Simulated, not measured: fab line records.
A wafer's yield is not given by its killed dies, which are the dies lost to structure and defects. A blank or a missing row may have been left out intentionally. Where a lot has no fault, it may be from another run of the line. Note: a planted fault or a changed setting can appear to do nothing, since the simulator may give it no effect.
fab line records	flow n5_finfet
record: lots: 7	wafers: 21
route steps=1938 shown BEOL_M0_SAQP@673 BEOL_M1@751 BEOL_M2@845
start_h: hours from the record's opening day to when the first of the lot's shown wafers began	wait_h: time in hours since the lot's previous step	" same as the row above	L1.1+2: several wafers, shown together as one row	- no value, or no start given	* or withheld: withheld	< > ~ a bound
route shown NAME@n: names a module that has steps shown in the file, with the first one's number in the route	usual: mean/standard deviation taken from wafers without a fault	same: alike in all rows	chamber/n: place in a boat	sites: readings site by site	_std_site: their standard deviation	_edge_site: mean of outer sites minus mean of inner sites	radius_mm: for every site, how far away it sits from the centre of the wafer	mask NAME#n: copy n	behind: the tool/chamber that last shaped the wafer	hold: why the lot went on hold/how many hours it stayed there/how the hold came to an end	device: the n, p or np transistor that did not switch	end of line: the route-end tests of the same wafers	where a step has no rows: the recipe by itself	killed: count of dies lost to structure and defects at first sort (not the wafer's yield)	map: a wafer's dies, marking killed ones x, the rest . and places with no die _
set.NAME: the setting that was run; set.NAME@STEP: the one run at that earlier step	model.NAME: the simulator's own value behind a step, which no gauge read
lots whose settings were changed on purpose; a table a step, a row a wafer
== steps ==
step: N5_BEOL_M0_SAQP_ETCH_107
recipe: chemistry: CH3F/O2	target: SiNx	target_depth_a: 300	mask_material: SOC	pressure_mtorr: 30	source_w: 395	bias_w: 73	Ar_flow_sccm: 150	CH3F_flow_sccm: 30	O2_flow_sccm: 20	ion_energy_ev: 120
usual: rf_vpp_V: 297/3.6
lot.wafer	tool	chamber	start_h	wait_h	set.bias_w	rf_vpp_V	model.BEOL_M0_SAQP.feature_depth_nm
L077.1	rie_diel-05	3	127.01	0.0	73	296	30.2
L077.4	"	2	"	"	77.54	311	30.2
L077.6	"	3	"	"	77.54	311	30.4
L079.3	rie_diel-06	0	141.76	0.0	73	292	29.8
L079.5	"	0	"	"	73	293	30
L079.6	"	1	"	"	73	300	30
L080.2	rie_diel-06	1	148.42	0.0	73	300	30.2
L080.3	"	0	"	"	63.11	260	28.4
L080.4	"	2	"	"	63.11	266	28.2
L083.3	rie_diel-06	1	162.74	0.0	84.93	340	32
L083.4	"	0	"	"	84.93	330	31.4
L083.5	"	2	"	"	73	299	29.6
L085.1	rie_diel-03	1	176.17	0.0	81.08	320	30.2
L085.5	"	1	"	"	73	295	29.2
L085.6	"	0	"	"	73	304	29.6
L088.1	rie_diel-05	0	195.16	0.0	66.07	270	28.8
L088.5	"	3	"	"	73	298	29.8
L088.6	"	2	"	"	73	297	29.6
L090.1	rie_diel-06	2	216.29	0.0	73	298	29.8
L090.3	"	1	"	"	80.42	325	31.6
L090.4	"	3	"	"	73	300	30.6
step: N5_BEOL_M0_SAQP_COAT_87
recipe: resist: underlayer	temp_c: 205	time_s: 60	spin_rpm: 1500	resist_thk_nm: 5
lot.wafer	tool	chamber	start_h	wait_h	set.spin_rpm
L077.1+4	litho_track-05	0	-	-	1500
L077.6	"	0	"	"	1396
L079.3+5+6	litho_track-05	0	-	-	1500
L080.2	litho_track-05	0	-	-	1500
L080.3+4	"	0	"	"	1425
L083.3+4+5	litho_track-04	0	-	-	1500
L085.1+5+6	litho_track-05	0	-	-	1500
L088.1+5	litho_track-04	0	-	-	1500
L088.6	"	0	"	"	1586
L090.1+3+4	litho_track-04	0	-	-	1396
step: N5_BEOL_M0_SAQP_COAT_34
recipe: resist: CAR-EUV	spin_rpm: 1500	resist_thk_nm: 30
step: N5_BEOL_M0_SAQP_EBR_36
recipe: solvent: PGMEA	ebr_width_mm: 1.5
step: N5_BEOL_M0_SAQP_DESCUM_45
recipe: chemistry: O2	time_s: 7	source_power_w: 50	bias_power_w: 20	pressure_mtorr: 20	rf_frequency_hz: 2.712e+07	temp_c: 40	resist: CAR-EUV	o2_flow_sccm: 225
step: N5_BEOL_M0_SAQP_ETCH_88
recipe: chemistry: N2/H2	target: underlayer	target_depth_a: 65	time_s: 5.2	ion_energy_ev: 200	mask_material: CAR-EUV	pressure_mtorr: 30	source_w: 840	bias_w: 150	n2_flow_sccm: 200	h2_flow_sccm: 200	ends: cleared
lot.wafer	tool	chamber	start_h	wait_h	set.spin_rpm@BEOL_M0_SAQP_COAT_87	model.etch.depth_nm
L077.1	rie_diel-06	2	128.59	0.0	1500	4.993
L077.4	"	3	"	"	1500	4.982
L077.6	"	0	"	"	1396	5.173
L079.3	rie_diel-03	1	143.22	0.0	1500	5.014
L079.5	"	3	"	"	1500	5.009
L079.6	"	0	"	"	1500	5.01
L080.2	rie_diel-03	0	150.19	0.0	1500	5.014
L080.3	"	1	"	"	1425	5.118
L080.4	"	3	"	"	1425	5.135
L083.3	rie_diel-06	3	164.67	0.0	1500	5
L083.4	"	0	"	"	1500	5.032
L083.5	"	0	"	"	1500	5.003
L085.1	rie_diel-03	1	177.82	0.0	1500	4.995
L085.5	"	3	"	"	1500	5
L085.6	"	0	"	"	1500	4.99
L088.1	rie_diel-05	2	197.09	0.0	1500	5.02
L088.5	"	0	"	"	1500	5
L088.6	"	2	"	"	1586	4.88
L090.1	rie_diel-05	1	217.88	0.0	1396	5.197
L090.3	"	0	"	"	1396	5.19
L090.4	"	3	"	"	1396	5.196
step: N5_BEOL_M1_ILD_DEP_00
recipe: material: SiOC	target_thk_a: 790	temp_c: 350	precursor: DEMS/O2	pressure_torr: 5	rf_w: 500	time_s: 15.3
lot.wafer	tool	chamber	start_h	wait_h	set.time_s	model.SiOC_of_BEOL_M1_ILD_DEP_00.thk_nm
L077.1	pecvd-02	2	136.46	0.0	14.31	74
L077.4	"	0	"	"	15.3	80.6
L077.6	"	0	"	"	14.31	75.6
L079.3	pecvd-02	1	151.56	0.0	15.3	78.8
L079.5	"	1	"	"	15.3	80.8
L079.6	"	0	"	"	15.3	80
L080.2	pecvd-03	2	155.94	0.0	15.3	78.4
L080.3	"	1	"	"	15.3	78
L080.4	"	1	"	"	15.3	78.8
L083.3	pecvd-03	2	172.08	0.0	15.3	78.6
L083.4	"	1	"	"	14.71	76
L083.5	"	0	"	"	14.71	75
L085.1	pecvd-03	1	184.18	0.0	17.52	90
L085.5	"	1	"	"	15.3	80.2
L085.6	"	2	"	"	17.52	92.2
L088.1	pecvd-03	0	204.82	0.0	15.3	78.6
L088.5+6	"	0,1	"	"	15.3	80.8
L090.1	pecvd-02	0	222.53	0.0	16.92	86.8
L090.3	"	2	"	"	16.92	88.4
L090.4	"	0	"	"	15.3	79.8
step: N5_BEOL_M1_THK_MEAS_01
recipe: reads: SiOC_of_BEOL_M1_ILD_DEP_00
usual: M1_ILD_THK: 79.3/0.99
lot.wafer	tool	chamber	start_h	wait_h	set.time_s@BEOL_M1_ILD_DEP_00	M1_ILD_THK[nm]
L077.1	film_metro-01	-	136.55	0.1	14.31	74.0
L077.4	"	-	"	"	15.3	80.6
L077.6	"	-	"	"	14.31	75.6
L079.3	film_metro-02	-	151.63	0.1	15.3	78.9
L079.5	"	-	"	"	15.3	80.8
L079.6	"	-	"	"	15.3	80.1
L080.2	film_metro-02	-	156.01	0.1	15.3	78.3
L080.3	"	-	"	"	15.3	77.9
L080.4	"	-	"	"	15.3	78.8
L083.3	film_metro-01	-	172.15	0.1	15.3	78.6
L083.4	"	-	"	"	14.71	76.0
L083.5	"	-	"	"	14.71	75.1
L085.1	film_metro-02	-	184.25	0.0	17.52	90.0
L085.5	"	-	"	"	15.3	80.2
L085.6	"	-	"	"	17.52	92.3
L088.1	film_metro-02	-	204.88	0.0	15.3	78.6
L088.5	"	-	"	"	15.3	80.8
L088.6	"	-	"	"	15.3	80.9
L090.1	film_metro-01	-	222.60	0.0	16.92	86.7
L090.3	"	-	"	"	16.92	88.4
L090.4	"	-	"	"	15.3	79.7
step: N5_BEOL_M1_EXPOSE_08
recipe: mask_id: M1	na: 0.33	source_shape: dipole	sigma_inner: 0.369	sigma_outer: 0.767	polarization: unpolarized	dose_mj: 33
lot.wafer	tool	chamber	start_h	wait_h	mask	set.dose_mj
L077.1	euv_scanner-02	0	138.29	-	M1#0	32.21
L077.4+6	"	0	"	"	M1#0	33
L079.3+5+6	euv_scanner-01	0	153.34	-	M1#0	33
L080.2+4	euv_scanner-02	0	157.05	-	M1#0	34.29
L080.3	"	0	"	"	M1#0	33
L083.3+4+5	euv_scanner-01	0	172.77	-	M1#0	33
L085.1+5+6	euv_scanner-02	0	185.80	-	M1#0	34.41
L088.1+5+6	euv_scanner-02	0	205.48	-	M1#0	33
L090.1+4	euv_scanner-01	0	222.97	-	M1#0	33
L090.3	"	0	"	"	M1#0	34.98
step: N5_BEOL_M1_PEB_09
recipe: peb_temp_c: 100	peb_time_s: 60	resist: CAR-EUV
step: N5_BEOL_M1_DEVELOP_10
recipe: develop_time_s: 30	developer: TMAH	resist: CAR-EUV	rinse_liquid: surfactant_rinse	dry: air_spin	dev_temp_c: 23
step: N5_BEOL_M1_DESCUM_16
recipe: chemistry: O2	time_s: 7	source_power_w: 50	bias_power_w: 20	pressure_mtorr: 20	rf_frequency_hz: 2.712e+07	temp_c: 40	resist: CAR-EUV	o2_flow_sccm: 225
step: N5_BEOL_M1_ETCH_74
recipe: chemistry: N2/H2	target: underlayer	target_depth_a: 65	mask_material: CAR-EUV	time_s: 5.2	ion_energy_ev: 200	pressure_mtorr: 30	source_w: 840	bias_w: 150	n2_flow_sccm: 200	h2_flow_sccm: 200	ends: cleared
lot.wafer	tool	chamber	start_h	wait_h	set.dose_mj@BEOL_M1_EXPOSE_08	model.BEOL_M1.cd_offset_nm
L077.1	rie_diel-03	3	138.69	0.0	32.21	-0.4
L077.4+6	"	0,3	"	"	33	0.2
L079.3+6	rie_diel-05	3,2	153.69	0.0	33	-0.2
L079.5	"	1	"	"	33	0
L080.2	rie_diel-05	1	157.33	0.0	34.29	0.6
L080.3	"	3	"	"	33	0
L080.4	"	0	"	"	34.29	0.8
L083.3+5	rie_diel-03	0,3	173.77	0.0	33	0
L083.4	"	1	"	"	33	0.2
L085.1+6	rie_diel-05	0,3	186.09	0.0	34.41	0.6
L085.5	"	0	"	"	34.41	0.8
L088.1+6	rie_diel-06	0	205.77	0.0	33	0
L088.5	"	3	"	"	33	-0.2
L090.1	rie_diel-03	0	223.27	0.0	33	-0.2
L090.3	"	2	"	"	34.98	1
L090.4	"	1	"	"	33	-0.4
step: N5_BEOL_M1_ETCH_63
recipe: chemistry: CF4	target: SiARC	target_depth_a: 156	mask_material: CAR-EUV	time_s: 26	ion_energy_ev: 80	pressure_mtorr: 40	source_w: 545	bias_w: 36	Ar_flow_sccm: 100	cf4_flow_sccm: 100	ends: cleared
lot.wafer	tool	chamber	start_h	wait_h	set.dose_mj@BEOL_M1_EXPOSE_08	model.BEOL_M1.cd_offset_nm
L077.1	rie_diel-03	3	138.71	0.0	32.21	-0.4
L077.4	"	0	"	"	33	0
L077.6	"	3	"	"	33	0.2
L079.3+6	rie_diel-05	3,2	153.71	0.0	33	-0.2
L079.5	"	1	"	"	33	0
L080.2	rie_diel-05	1	157.35	0.0	34.29	0.6
L080.3	"	3	"	"	33	0
L080.4	"	0	"	"	34.29	0.8
L083.3+5	rie_diel-03	0,3	173.78	0.0	33	0
L083.4	"	1	"	"	33	0.2
L085.1+6	rie_diel-05	0,3	186.10	0.0	34.41	0.6
L085.5	"	0	"	"	34.41	0.8
L088.1+6	rie_diel-06	0	205.78	0.0	33	0
L088.5	"	3	"	"	33	-0.2
L090.1+4	rie_diel-03	0,1	223.28	0.0	33	-0.2
L090.3	"	2	"	"	34.98	1
step: N5_BEOL_M1_ETCH_64
recipe: chemistry: N2/H2	target: SOC	target_depth_a: 750	overetch_a: 150	mask_material: SiARC	temp_c: 40	time_s: 112.5	ion_energy_ev: 200	pressure_mtorr: 30	source_w: 840	bias_w: 150	n2_flow_sccm: 200	h2_flow_sccm: 200
lot.wafer	tool	chamber	start_h	wait_h	set.dose_mj@BEOL_M1_EXPOSE_08	model.BEOL_M1.cd_offset_nm
L077.1	rie_diel-03	3	138.73	0.0	32.21	-0.4
L077.4+6	"	0,3	"	"	33	0.2
L079.3	rie_diel-05	3	153.74	0.0	33	-0.2
L079.5	"	1	"	"	33	0
L079.6	"	2	"	"	33	-0.4
L080.2+4	rie_diel-05	1,0	157.38	0.0	34.29	0.6
L080.3	"	3	"	"	33	-0.2
L083.3	rie_diel-03	0	173.81	0.0	33	-0.2
L083.4+5	"	1,3	"	"	33	0
L085.1+6	rie_diel-05	0,3	186.13	0.0	34.41	0.4
L085.5	"	0	"	"	34.41	0.6
L088.1	rie_diel-06	0	205.81	0.0	33	0.4
L088.5	"	3	"	"	33	0
L088.6	"	0	"	"	33	0.2
L090.1	rie_diel-03	0	223.31	0.0	33	0
L090.3	"	2	"	"	34.98	1.2
L090.4	"	1	"	"	33	-0.2
step: N5_BEOL_M1_STRIP_65
recipe: chemistry: N2/H2	temp_c: 40	n2_flow_sccm: 200	h2_flow_sccm: 200	rf_frequency_hz: 6e+07
step: N5_BEOL_M1_STRIP_75
recipe: chemistry: N2/H2	temp_c: 40	n2_flow_sccm: 200	h2_flow_sccm: 200	rf_frequency_hz: 6e+07
step: N5_BEOL_M1_HM_OPEN_17
recipe: chemistry: Cl2/BCl3	target_depth_a: 200	overetch_a: 60	target: TiN	mask_material: SOC	ion_energy_ev: 150	pressure_mtorr: 10	icp_w: 1000	bias_w: 126	Cl2_flow_sccm: 53.25	bcl3_flow_sccm: 21.75	Ar_flow_sccm: 25
step: N5_BEOL_M1_STRIP_19
recipe: chemistry: O2	power_w: 400	temp_c: 40	pressure_mtorr: 30	rf_frequency_hz: 6e+07	bias_power_w: 0	overash_fraction: 0.2	o2_flow_sccm: 225
step: N5_BEOL_M1_CD_MEAS_18
recipe: pitch_nm: 36	target_cd_nm: 18
usual: cd_nm: 17.93/0.26
lot.wafer	tool	chamber	start_h	wait_h	set.dose_mj@BEOL_M1_EXPOSE_08	cd_nm
L077.1	cd_sem-01	-	139.12	0.0	32.21	17.20
L077.4	"	-	"	"	33	17.93
L077.6	"	-	"	"	33	18.32
L079.3	cd_sem-03	-	154.21	0.1	33	17.61
L079.5	"	-	"	"	33	18.08
L079.6	"	-	"	"	33	17.67
L080.2	cd_sem-01	-	157.73	0.1	34.29	18.82
L080.3	"	-	"	"	33	17.80
L080.4	"	-	"	"	34.29	18.78
L083.3	cd_sem-03	-	174.25	0.1	33	17.98
L083.4	"	-	"	"	33	17.91
L083.5	"	-	"	"	33	18.10
L085.1	cd_sem-01	-	186.60	0.0	34.41	18.47
L085.5	"	-	"	"	34.41	18.21
L085.6	"	-	"	"	34.41	18.60
L088.1	cd_sem-02	-	206.16	0.0	33	18.49
L088.5	"	-	"	"	33	18.01
L088.6	"	-	"	"	33	18.21
L090.1	cd_sem-01	-	223.66	0.0	33	17.69
L090.3	"	-	"	"	34.98	19.30
L090.4	"	-	"	"	33	17.81
step: N5_BEOL_M1_COAT_67
recipe: resist: SOC	temp_c: 250	time_s: 60	spin_rpm: 1500	resist_thk_nm: 60
step: N5_BEOL_M1_COAT_68
recipe: resist: SiARC	temp_c: 220	time_s: 60	spin_rpm: 1500	resist_thk_nm: 12
step: N5_BEOL_M1_PRECLEAN_42
recipe: chemistry: residue_remover	time_s: 60	temp_c: 40
step: N5_BEOL_M1_SRD_43
recipe: time_s: 30	temp_c: 23	rinse_liquid: diw	dry: ipa_marangoni
step: N5_BEOL_M1_CD_MEAS_35
recipe: target_cd_nm: 18	target_cd_y_nm: 21	polarity: opening
usual: cd_nm: 17.90/0.27
lot.wafer	tool	chamber	start_h	wait_h	set.dose_mj@BEOL_M1_EXPOSE_08	cd_nm
L077.1	cd_sem-03	-	144.58	0.0	32.21	17.65
L077.4	"	-	"	"	33	17.90
L077.6	"	-	"	"	33	18.10
L079.3	cd_sem-03	-	156.07	0.0	33	17.82
L079.5	"	-	"	"	33	18.15
L079.6	"	-	"	"	33	17.72
L080.2	cd_sem-03	-	164.76	0.0	34.29	18.77
L080.3	"	-	"	"	33	17.67
L080.4	"	-	"	"	34.29	18.49
L083.3	cd_sem-02	-	178.75	0.0	33	18.10
L083.4	"	-	"	"	33	18.28
L083.5	"	-	"	"	33	17.76
L085.1	cd_sem-03	-	193.03	0.0	34.41	18.25
L085.5	"	-	"	"	34.41	18.17
L085.6	"	-	"	"	34.41	17.99
L088.1	cd_sem-03	-	207.77	0.0	33	18.14
L088.5	"	-	"	"	33	18.15
L088.6	"	-	"	"	33	17.96
L090.1	cd_sem-03	-	231.73	0.0	33	18.01
L090.3	"	-	"	"	34.98	19.08
L090.4	"	-	"	"	33	17.77
step: N5_BEOL_M2_COAT_61
recipe: resist: SOC	temp_c: 250	time_s: 60	spin_rpm: 1500	resist_thk_nm: 60
lot.wafer	tool	chamber	start_h	wait_h	set.spin_rpm	model.SOC_of_BEOL_M2_COAT_61.thk_nm
L077.1+4+6	litho_track-04	0	150.38	0.1	1375	62.8
L079.3+5+6	litho_track-04	0	163.42	0.1	1500	60.2
L080.2+3+4	litho_track-04	0	171.64	0.1	1500	60.4
L083.3+5	litho_track-04	0	185.36	0.1	1500	60.4
L083.4	"	0	"	"	1500	60.2
L085.1+5	litho_track-04	0	200.73	0.1	1500	60.4
L085.6	"	0	"	"	1348	63.8
L088.1	litho_track-02	0	213.22	0.1	1336	63.8
L088.5+6	"	0	"	"	1500	60
L090.1	litho_track-04	0	239.54	0.1	1545	59.4
L090.3	"	0	"	"	1500	59.8
L090.4	"	0	"	"	1500	60.2
step: N5_BEOL_M2_COAT_62
recipe: resist: SiARC	temp_c: 220	time_s: 60	spin_rpm: 1500	resist_thk_nm: 12
step: N5_BEOL_M2_COAT_73
recipe: resist: underlayer	temp_c: 205	time_s: 60	spin_rpm: 1500	resist_thk_nm: 5
step: N5_BEOL_M2_ETCH_74
recipe: chemistry: N2/H2	target: underlayer	target_depth_a: 65	mask_material: CAR-EUV	time_s: 5.2	ion_energy_ev: 200	pressure_mtorr: 30	source_w: 840	bias_w: 150	n2_flow_sccm: 200	h2_flow_sccm: 200	ends: cleared
step: N5_BEOL_M2_ETCH_63
recipe: chemistry: CF4	target: SiARC	target_depth_a: 156	mask_material: CAR-EUV	time_s: 26	ion_energy_ev: 80	pressure_mtorr: 40	source_w: 545	bias_w: 36	Ar_flow_sccm: 100	cf4_flow_sccm: 100	ends: cleared
step: N5_BEOL_M2_ETCH_64
recipe: chemistry: N2/H2	target: SOC	target_depth_a: 750	overetch_a: 225	mask_material: SiARC	temp_c: 40	time_s: 121.9	ion_energy_ev: 200	pressure_mtorr: 30	source_w: 840	bias_w: 150	n2_flow_sccm: 200	h2_flow_sccm: 200
lot.wafer	tool	chamber	start_h	wait_h	set.spin_rpm@BEOL_M2_COAT_61	model.etch.depth_nm
L077.1	rie_diel-02	3	150.85	0.0	1375	62.78
L077.4	"	0	"	"	1375	62.88
L077.6	"	2	"	"	1375	62.77
L079.3	rie_diel-02	2	163.89	0.0	1500	60.28
L079.5	"	0	"	"	1500	60.19
L079.6	"	3	"	"	1500	60.1
L080.2	rie_diel-01	2	172.17	0.0	1500	60.32
L080.3	"	0	"	"	1500	60.38
L080.4	"	3	"	"	1500	60.41
L083.3	rie_diel-02	0	186.03	0.0	1500	60.4
L083.4	"	2	"	"	1500	60.2
L083.5	"	0	"	"	1500	60.37
L085.1	rie_diel-04	1	201.20	0.0	1500	60.47
L085.5	"	1	"	"	1500	60.4
L085.6	"	2	"	"	1348	63.77
L088.1	rie_diel-01	0	213.82	0.0	1336	63.76
L088.5+6	"	0,3	"	"	1500	60.09
L090.1	rie_diel-02	2	240.12	0.0	1545	59.33
L090.3	"	0	"	"	1500	59.88
L090.4	"	1	"	"	1500	60.16
step: N5_BEOL_M2_STRIP_65
recipe: chemistry: N2/H2	temp_c: 40	n2_flow_sccm: 200	h2_flow_sccm: 200	rf_frequency_hz: 6e+07
step: N5_BEOL_M2_STRIP_75
recipe: chemistry: N2/H2	temp_c: 40	n2_flow_sccm: 200	h2_flow_sccm: 200	rf_frequency_hz: 6e+07
step: N5_BEOL_M2_STRIP_66
recipe: chemistry: CF4	resist: SiARC	power_w: 300	bias_power_w: 75	pressure_mtorr: 50	cf4_flow_sccm: 150	rf_frequency_hz: 6e+07
step: N5_BEOL_M2_HM_OPEN_17
recipe: chemistry: Cl2/BCl3	target_depth_a: 200	overetch_a: 60	target: TiN	mask_material: SOC	ion_energy_ev: 150	pressure_mtorr: 10	icp_w: 1000	bias_w: 126	Cl2_flow_sccm: 53.25	bcl3_flow_sccm: 21.75	Ar_flow_sccm: 25
lot.wafer	tool	chamber	start_h	wait_h	set.spin_rpm@BEOL_M2_COAT_61	model.SOC_of_BEOL_M2_COAT_61.thk_nm
L077.1	rie_metal-01	1	151.02	0.0	1375	54.8
L077.4+6	"	1	"	"	1375	55
L079.3+5	rie_metal-01	1	164.12	0.1	1500	52.2
L079.6	"	1	"	"	1500	52
L080.2+3	rie_metal-03	0,1	172.34	0.0	1500	52.2
L080.4	"	0	"	"	1500	52.4
L083.3	rie_metal-02	0	186.23	0.1	1500	52.4
L083.4	"	1	"	"	1500	52
L083.5	"	0	"	"	1500	52.6
L085.1+5	rie_metal-03	1	201.37	0.0	1500	52.2
L085.6	"	0	"	"	1348	55.8
L088.1	rie_metal-03	1	213.99	0.0	1336	55.6
L088.5	"	0	"	"	1500	52.2
L088.6	"	1	"	"	1500	52
L090.1	rie_metal-02	0	240.29	0.0	1545	51.4
L090.3	"	1	"	"	1500	51.8
L090.4	"	0	"	"	1500	52.2
== key ==
split: step: N5_BEOL_M0_SAQP_ETCH_107	setting: bias_w	stated: 73	by: wafer
response: step: N5_BEOL_M0_SAQP_ETCH_107	reading: rf_vpp_V	change: +2.42	per: 1%	r: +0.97
response: step: N5_BEOL_M0_SAQP_ETCH_107	reading: model.BEOL_M0_SAQP.feature_depth_nm	change: +0.115	per: 1%	r: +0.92
split: step: N5_BEOL_M0_SAQP_COAT_87	setting: spin_rpm	stated: 1500	by: wafer
response: step: N5_BEOL_M0_SAQP_ETCH_88	reading: model.etch.depth_nm	change: -0.0245	per: 1%	r: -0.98
split: step: N5_BEOL_M1_ILD_DEP_00	setting: time_s	stated: 15.3	by: wafer
response: step: N5_BEOL_M1_ILD_DEP_00	reading: model.SiOC_of_BEOL_M1_ILD_DEP_00.thk_nm	change: +0.765	per: 1%	r: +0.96
response: step: N5_BEOL_M1_THK_MEAS_01	reading: M1_ILD_THK	change: +0.768	per: 1%	r: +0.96
split: step: N5_BEOL_M1_EXPOSE_08	setting: dose_mj	stated: 33	by: wafer
response: step: N5_BEOL_M1_ETCH_74	reading: model.BEOL_M1.cd_offset_nm	change: +0.21	per: 1%	r: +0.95
response: step: N5_BEOL_M1_ETCH_63	reading: model.BEOL_M1.cd_offset_nm	change: +0.195	per: 1%	r: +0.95
response: step: N5_BEOL_M1_ETCH_64	reading: model.BEOL_M1.cd_offset_nm	change: +0.217	per: 1%	r: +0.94
response: step: N5_BEOL_M1_CD_MEAS_18	reading: cd_nm	change: +0.27	per: 1%	r: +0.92
response: step: N5_BEOL_M1_CD_MEAS_35	reading: cd_nm	change: +0.207	per: 1%	r: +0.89
split: step: N5_BEOL_M2_COAT_61	setting: spin_rpm	stated: 1500	by: wafer
response: step: N5_BEOL_M2_COAT_61	reading: model.SOC_of_BEOL_M2_COAT_61.thk_nm	change: -0.336	per: 1%	r: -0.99
response: step: N5_BEOL_M2_ETCH_64	reading: model.etch.depth_nm	change: -0.329	per: 1%	r: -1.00
response: step: N5_BEOL_M2_HM_OPEN_17	reading: model.SOC_of_BEOL_M2_COAT_61.thk_nm	change: -0.331	per: 1%	r: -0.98
